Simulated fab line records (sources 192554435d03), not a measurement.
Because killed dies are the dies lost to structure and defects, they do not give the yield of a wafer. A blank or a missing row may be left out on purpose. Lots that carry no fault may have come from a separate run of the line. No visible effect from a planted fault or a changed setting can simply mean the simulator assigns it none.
Which tool did it?    flow n5-finfet    Sampling: 12 lots, 34 wafers, 4 of 1938 route steps

## WHAT THE GAUGES SHOWED, per wafer
N5_BEOL_M10_THK_MEAS_01.
lot   measured      on             M10_ILD_THK (nm)
L237  day 10 08:06  film-metro-02  272 271 275
L236  day 10 08:21  film-metro-02  265 272 272
L238  day 10 11:07  film-metro-02  270 268 267
L239  day 11 03:35  film-metro-02  262 264 271
L240  day 11 05:29  film-metro-02  267 268 270
L241  day 11 06:56  film-metro-01  266 264 270
L242  day 11 14:40  film-metro-02  264 271 268
L245  day 12 03:20  film-metro-01  258 267
L247  day 13 01:38  film-metro-01  265 269
L253  day 14 12:10  film-metro-02  269 272 270
L257  day 15 20:08  film-metro-02  266 271 274
L259  day 15 22:33  film-metro-02  266 270 273

## WHAT TOOL EACH LOT RAN ON (gives the tool, then ch and the chambers of the sampled wafers, and finally the start)
lot   N5_BEOL_M9_ETCH_66                  N5_BEOL_M9_CVD_78               N5_BEOL_M9_SPUTTER_48
L237  rie-diel-02 ch 0,1,2, day 10 04:17  cvd-co-01 ch 0,1, day 10 05:53  pvd-sputter-03, day 10 06:05
L236  rie-diel-03 ch 1,2,3, day 10 04:20  cvd-co-02 ch 0,1, day 10 05:50  pvd-sputter-03, day 10 06:01
L238  rie-diel-03 ch 0,2,3, day 10 05:29  cvd-co-02 ch 0,1, day 10 09:19  pvd-sputter-01, day 10 09:29
L239  rie-diel-06 ch 0,1,2, day 10 23:25  cvd-co-02 ch 0,1, day 11 00:55  pvd-sputter-02, day 11 01:05
L240  rie-diel-06 ch 1,2,3, day 11 00:59  cvd-co-02 ch 0,1, day 11 02:50  pvd-sputter-02, day 11 02:57
L241  rie-diel-02 ch 0,1,2, day 11 01:50  cvd-co-01 ch 0,1, day 11 03:52  pvd-sputter-03, day 11 04:05
L242  rie-diel-03 ch 2,3, day 11 10:46    cvd-co-01 ch 0,1, day 11 12:34  pvd-sputter-02, day 11 13:01
L245  rie-diel-06 ch 1,2, day 11 22:55    cvd-co-02 ch 1,2, day 12 01:02  pvd-sputter-01, day 12 01:13
L247  rie-diel-02 ch 1,3, day 12 20:26    cvd-co-02 ch 0,1, day 12 23:27  pvd-sputter-03, day 12 23:48
L253  rie-diel-02 ch 1,2,3, day 14 08:24  cvd-co-01 ch 0,1, day 14 10:23  pvd-sputter-03, day 14 10:33
L257  rie-diel-02 ch 0,1,2, day 15 16:10  cvd-co-01 ch 0,1, day 15 17:47  pvd-sputter-01, day 15 18:00
L259  rie-diel-02 ch 0,1, day 15 17:14    cvd-co-02 ch 0,1, day 15 20:49  pvd-sputter-02, day 15 20:55
- N5_BEOL_M9_ETCH_66: etches SOC in N2/H2, target depth 80 nm, overetch 16 nm, time 120 s.
- N5_BEOL_M9_CVD_78: deposits Co from CCTBA/H2, target thk 2 nm, time 138.9 s.
- N5_BEOL_M9_SPUTTER_48: material Cu, target thk 12 nm, time 2 s.

## AS READ BY THE TOOLS THEMSELVES (means over the sampled wafers that have a number; for cases with no such wafer, the mark the record gives instead)
N5_BEOL_M9_ETCH_66.
lot   tool         drypump-motor-current-A (A)  n2-flow-sccm (sccm)  oes-product-au (a.u.)  rf-vpp-V (V)  showerhead-plenum-p-Torr (Torr)  throttle-valve-pct (%)
L237  rie-diel-02  6.3                          199.9                0.63                   524.5         2.56                             17.7
L236  rie-diel-03  6.0                          200.3                0.60                   524.1         2.53                             17.7
L238  rie-diel-03  6.2                          200.3                0.65                   524.6         2.56                             17.6
L239  rie-diel-06  5.6                          200.0                0.63                   523.5         2.54                             18.0
L240  rie-diel-06  5.4                          200.1                0.64                   524.7         2.57                             17.8
L241  rie-diel-02  6.4                          200.5                0.61                   524.1         2.56                             17.7
L242  rie-diel-03  6.0                          200.0                0.58                   525.5         2.60                             17.8
L245  rie-diel-06  5.5                          200.3                0.62                   521.5         2.52                             18.0
L247  rie-diel-02  5.9                          199.9                0.60                   523.2         2.50                             17.6
L253  rie-diel-02  6.0                          199.8                0.62                   522.6         2.51                             17.8
L257  rie-diel-02  6.3                          200.7                0.65                   523.7         2.54                             17.6
L259  rie-diel-02  6.4                          199.8                0.66                   525.7         2.57                             17.3

N5_BEOL_M9_CVD_78.
lot   tool       run-length-s (s)
L237  cvd-co-01  161.5
L236  cvd-co-02  161.5
L238  cvd-co-02  161.7
L239  cvd-co-02  161.6
L240  cvd-co-02  161.4
L241  cvd-co-01  161.3
L242  cvd-co-01  161.5
L245  cvd-co-02  163.1
L247  cvd-co-02  162.6
L253  cvd-co-01  161.3
L257  cvd-co-01  161.3
L259  cvd-co-02  161.2

N5_BEOL_M9_SPUTTER_48.
lot   tool            throttle-valve-pct (%)
L237  pvd-sputter-03  29.5
L236  pvd-sputter-03  29.6
L238  pvd-sputter-01  30.9
L239  pvd-sputter-02  29.5
L240  pvd-sputter-02  28.9
L241  pvd-sputter-03  30.0
L242  pvd-sputter-02  29.5
L245  pvd-sputter-01  30.1
L247  pvd-sputter-03  28.6
L253  pvd-sputter-03  29.4
L257  pvd-sputter-01  30.4
L259  pvd-sputter-02  28.9

## THE ANSWER, worked out from the rows above alone
Rule: the lots themselves supply what counts as usual. Put in order of their means at a reading, lots are off if they are a third of the lots or fewer, leave a main group of 4 or more, and stand apart from it by a gap of 3 or more times the standard deviation of the main group's means; of several such gaps the widest counts. A main group whose means are all the same, to the digits that the tables above print for the reading, isn't used. A lot without any number at a reading at which 4 lots or more have one is off too. Any other lot the step has rows for is counted as sound. Order of review: gauges by route order, followed by the tools' own readings, for which a lot's mean as printed above is used. The first step at which some lot is off is used, and at that step the reading that is off furthest; a lot without a number counts as furthest.
Off: L245, L247 (N5_BEOL_M9_CVD_78, run-length-s). For the main group the mean is 161.4 s and the standard deviation 0.15.
If a tool, at that step or one of the process steps before it, ran each lot that is off and ran no sound lot following the first of them, it fits. Not one of the candidates tried fits.

## WHAT THE SIMULATOR HAD INSERTED
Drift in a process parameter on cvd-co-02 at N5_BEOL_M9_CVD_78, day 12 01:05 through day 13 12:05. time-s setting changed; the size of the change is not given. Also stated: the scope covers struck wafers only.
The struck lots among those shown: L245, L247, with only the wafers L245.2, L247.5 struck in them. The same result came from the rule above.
